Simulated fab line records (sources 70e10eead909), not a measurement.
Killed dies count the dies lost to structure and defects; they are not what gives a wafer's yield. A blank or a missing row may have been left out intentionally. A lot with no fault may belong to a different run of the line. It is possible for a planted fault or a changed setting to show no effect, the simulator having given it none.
Shared-tool check    flow nand harc    Lots sampled 3, wafers sampled 9

## THE REASON FOR OPENING IT
On 2 of the 3 lots, a flag is raised at NHARC_END_SORT_01 on the reading killed dies. Fault-free wafers read 65, with a standard deviation of 20.
Rule: a lot is flagged in two cases, either no wafer of it has a number, or all its wafers with numbers fall more than 4 standard deviations from that mean. As for the other lots, they are considered sound.

lot   measured      on         killed dies, wafer by wafer  flag
L886  day 28 14:43  prober-02  46 48 53                     
L889  day 29 22:14  prober-02  677 677 677                  FLAGGED
L892  day 31 03:18  prober-01  677 677 677                  FLAGGED
The mean of the flagged lots' numbers is 677, +612 from the usual (+31 standard deviations).

## TOOL THAT RAN EACH LOT
The record holds 4 process steps before the reading, out of a route of 1302 steps. Cell contents, in order: the tool; ch with the chambers the sampled wafers went through; the start.
lot   flag     NHARC_A_CONTACT_DEP_57         NHARC_A_CONTACT_ETCH_124              NHARC_A_CONTACT_ETCH_128              NHARC_A_CONTACT_ETCH_129
L886           acl dep-02 ch 0, day 26 02:33  har cap etch-01 ch 1, day 26 08:17    har cap etch-01 ch 1, day 26 09:01    har cap etch-01 ch 1, day 26 09:11
L889  FLAGGED  acl dep-03 ch 0, day 27 07:23  har cap etch-02 ch 0,1, day 27 12:34  har cap etch-02 ch 0,1, day 27 13:17  har cap etch-02 ch 0,1, day 27 13:28
L892  FLAGGED  acl dep-02 ch 0, day 28 08:05  har cap etch-03 ch 0,1, day 28 13:20  har cap etch-03 ch 0,1, day 28 14:19  har cap etch-03 ch 0,1, day 28 14:32
What is done by these steps:
- NHARC_A_CONTACT_DEP_57: deposits aC, target thk 5300 nm.
- NHARC_A_CONTACT_ETCH_124: etches the open film in C4F8/O2/Ar, time 140 s, target depth 700 nm.
- NHARC_A_CONTACT_ETCH_128: etches the open film in C4F8/O2/Ar, time 197 s, target depth 1918 nm.
- NHARC_A_CONTACT_ETCH_129: etches the open film in C4F8/O2/Ar, time 197 s, target depth 1918 nm.
- NHARC_END_SORT_01

## FLAGGED OVER TOTAL, TOOL BY TOOL (the gauges that took the reading come last)
step                      tool             lots run  flagged  share of the flagged lots  sound lots run after its first flagged lot
NHARC_A_CONTACT_DEP_57    acl dep-02       2         1        some                       0
NHARC_A_CONTACT_DEP_57    acl dep-03       1         1        some                       0
NHARC_A_CONTACT_ETCH_124  har cap etch-01  1         0        none                       -
NHARC_A_CONTACT_ETCH_124  har cap etch-02  1         1        some                       0
NHARC_A_CONTACT_ETCH_124  har cap etch-03  1         1        some                       0
NHARC_A_CONTACT_ETCH_128  har cap etch-01  1         0        none                       -
NHARC_A_CONTACT_ETCH_128  har cap etch-02  1         1        some                       0
NHARC_A_CONTACT_ETCH_128  har cap etch-03  1         1        some                       0
NHARC_A_CONTACT_ETCH_129  har cap etch-01  1         0        none                       -
NHARC_A_CONTACT_ETCH_129  har cap etch-02  1         1        some                       0
NHARC_A_CONTACT_ETCH_129  har cap etch-03  1         1        some                       0
NHARC_END_SORT_01         prober-01        1         1        some                       0
NHARC_END_SORT_01         prober-02        2         1        some                       0

## WHAT THE TABLE PERMITS
No row of the table ran every flagged lot.

## WHAT THE SIMULATOR HAD INSERTED
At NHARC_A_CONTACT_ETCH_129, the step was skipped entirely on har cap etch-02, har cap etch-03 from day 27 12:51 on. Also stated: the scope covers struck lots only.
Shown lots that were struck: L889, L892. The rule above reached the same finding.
